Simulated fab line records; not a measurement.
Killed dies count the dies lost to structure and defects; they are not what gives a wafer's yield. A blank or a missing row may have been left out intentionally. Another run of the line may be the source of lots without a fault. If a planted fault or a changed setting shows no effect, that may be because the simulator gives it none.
Which tool was responsible? | flow nandHarc | 6 lots, 18 wafers sampled, at 2 steps of a route of 1302

WHAT THE GAUGES READ, wafer by wafer
NHARC_P_ZERO_WELL_CD_MEAS_52: the cd target is 2000 nm.
lot  | measured     | on       | cdNm (nm)
L784 | day 2 21:57  | cdSem-01 | 1999.7 2000.5 2000.6
L787 | day 4 03:56  | cdSem-02 | 1999.7 2003.4 1999.8
L789 | day 5 03:48  | cdSem-03 | 1999.3 1998.9 1999.9
L791 | day 5 19:45  | cdSem-01 | 1997.1 1998.8 2001.8
L794 | day 7 01:46  | cdSem-03 | 1799.7 1796.2 1798.2
L804 | day 11 05:55 | cdSem-02 | 2000.4 1999.8 1997.3

WHICH TOOL RAN EACH LOT (tool, then ch and the chambers of the sampled wafers, then the start)
lot  | NHARC_P_ZERO_WELL_EXPOSE_49
L784 | krfScanner-03 ch 0, day 2 21:48
L787 | krfScanner-02 ch 0, day 4 03:47
L789 | krfScanner-04 ch 0, day 5 03:39
L791 | krfScanner-04 ch 0, day 5 19:36
L794 | krfScanner-03 ch 0, day 7 01:36
L804 | krfScanner-04 ch 0, day 11 05:46
- NHARC_P_ZERO_WELL_EXPOSE_49: exposes mask P HVPW, target cd 2000 nm.

THE ANSWER, worked out from the rows above alone
Rule: the usual values come from the lots themselves. Put in order of their means at a reading, lots are off if they are a third of the lots or fewer, leave a main group of 4 or more, and stand apart from it by a gap of 3 or more times the standard deviation of the main group's means; of several such gaps the widest counts. A main group whose means are all the same, to the digits that the tables above print for the reading, isn't used. Also off: a lot with no number at a reading for which 4 or more lots have one. Where the step has rows for the other lots, those lots are counted as sound.
Off: L794 (NHARC_P_ZERO_WELL_CD_MEAS_52, cdNm). For the main group the mean is 1999.8 nm and the standard deviation 0.71.
If a tool, at a process step before that reading, ran all the lots that are off and no sound lot after the first of them, it fits. Gauges at NHARC_P_ZERO_WELL_CD_MEAS_52: tried the same way as those tools. Can't be told from this: 2 tools fit, krfScanner-03 at NHARC_P_ZERO_WELL_EXPOSE_49, cdSem-03 at NHARC_P_ZERO_WELL_CD_MEAS_52.

WHAT THE SIMULATOR HAD PUT IN
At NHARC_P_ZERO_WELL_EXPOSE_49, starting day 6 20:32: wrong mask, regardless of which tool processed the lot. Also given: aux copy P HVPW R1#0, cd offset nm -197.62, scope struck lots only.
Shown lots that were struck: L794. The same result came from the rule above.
